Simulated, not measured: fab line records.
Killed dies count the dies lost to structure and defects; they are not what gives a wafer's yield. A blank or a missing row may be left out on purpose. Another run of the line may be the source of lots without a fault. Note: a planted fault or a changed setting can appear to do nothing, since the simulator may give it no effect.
A struck lot beside a sound one | flow n5-finfet | 19 out of 1938 route steps
Sound: wafers L261.2, L261.4, L261.6. The struck wafers were L260.1, L260.2, L260.4. At the end, the cause is stated.
Order at every step that has rows: each side's tool, ch and its chambers, its first start. Under that, the readings that differ: sound wafers | struck wafers | difference of the means | sigmas: that difference in standard deviations of wafers without a fault.
alike: same words and numbers on both sides, and readings whose means sit less than 2 such deviations apart. not compared: any withheld reading, any reading some wafer has no value for, any bound like >300 that may hide the same value, and any number with overlapping values for which the record gives no deviation.
The two part at a step that has a row with sigmas, a row that says differs or no value, or rows on one side only. When numbers do not overlap yet have no deviation, they are printed without sigmas and do not part them. A reading that every wafer of one side lacks parts them only if that side has two wafers or more.

first, 8 steps without rows for these wafers: N5_FIN_SAQP_STRIP_77 (strips in N2/H2, time 90 s); N5_FIN_SAQP_ETCH_64 (etches SiO2 in CF4, target depth 1.5 nm); N5_FIN_SAQP_FIN_ETCH_36 (etches the open film in HBr/Cl2/O2, target depth 120 nm, time 50.4 s); N5_FIN_SAQP_PRECLEAN_38 (cleans in O3/DIW, time 45 s); N5_FIN_SAQP_PRECLEAN_45 (cleans in dHF, time 10 s); N5_FIN_SAQP_SRD_39 (time 30 s); N5_FIN_CUT_COAT_18 (time 60 s, resist thk 230 nm); N5_FIN_CUT_COAT_19 (time 60 s, resist thk 20 nm).
N5_FIN_CUT_COAT_29: time 60 s, resist thk 10 nm.
  sound on litho-track-03 ch 0, day 7 20:14; struck on litho-track-04 ch 0, day 7 14:58
  reading              | sound                | struck               | difference | sigmas
  spin-speed-rpm (rpm) | 1500.5 1501.3 1499.8 | 1555.1 1554.4 1554.3 | +54.1      | +58
  alike: chill-plate-temp-C
then, 7 steps without rows for these wafers: N5_FIN_CUT_COAT_02 (resist thk 30 nm); N5_FIN_CUT_EBR_04; N5_FIN_CUT_SOFTBAKE_03 (time 60 s); N5_FIN_CUT_EXPOSE_05 (exposes mask FIN CUT); N5_FIN_CUT_PEB_06 (peb time 60 s); N5_FIN_CUT_DEVELOP_07 (develop time 30 s); N5_FIN_CUT_DESCUM_13 (chemistry O2, time 7 s).
N5_FIN_CUT_ETCH_30: etches underlayer in N2/H2, target depth 13 nm, time 10.4 s.
  sound on rie-diel-01 ch 0,3, day 7 20:49; struck on rie-diel-01 ch 1,2,3, day 7 15:23
  reading                  | sound             | struck            | difference | sigmas
  model.etch.depth-nm (nm) | 10.02 10.02 9.963 | 9.834 9.863 9.881 | -0.142     |
  alike: chamber-pressure-mTorr, drypump-motor-current-A, etch-rf-on-time-s, oes-product-au, rf-vpp-V, showerhead-plenum-p-Torr, throttle-valve-pct
  not compared: rf-hours-counter-h
then, 1 step without rows for these wafers: N5_FIN_CUT_ETCH_20 (etches SiARC in CF4, target depth 26 nm, time 43.3 s).
-- record jumps: 6 days separate the struck wafers' starts on either side; left off in module FIN_CUT, taken up again in module BEOL_M4, whose first shown step is the route's number 1111 --
N5_BEOL_M4_RC_MEAS_101:
  sound on prober-02 ch 0, day 14 05:16; struck on prober-02 ch 0, day 13 17:06
  alike: DIBL_N, DIBL_P, IOFF_N, IOFF_P, ION_N, ION_P, SS_N, SS_P, VT_N, VT_P

== WHERE THEY PART ==
At N5_FIN_CUT_COAT_29 and nowhere else, as far as this record goes. Later steps at which nothing parts them and some readings are alike: N5_FIN_CUT_ETCH_30, N5_BEOL_M4_RC_MEAS_101.

WHY: what the simulator had put in
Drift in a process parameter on litho-track-04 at N5_FIN_CUT_COAT_29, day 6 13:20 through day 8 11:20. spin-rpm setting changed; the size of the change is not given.
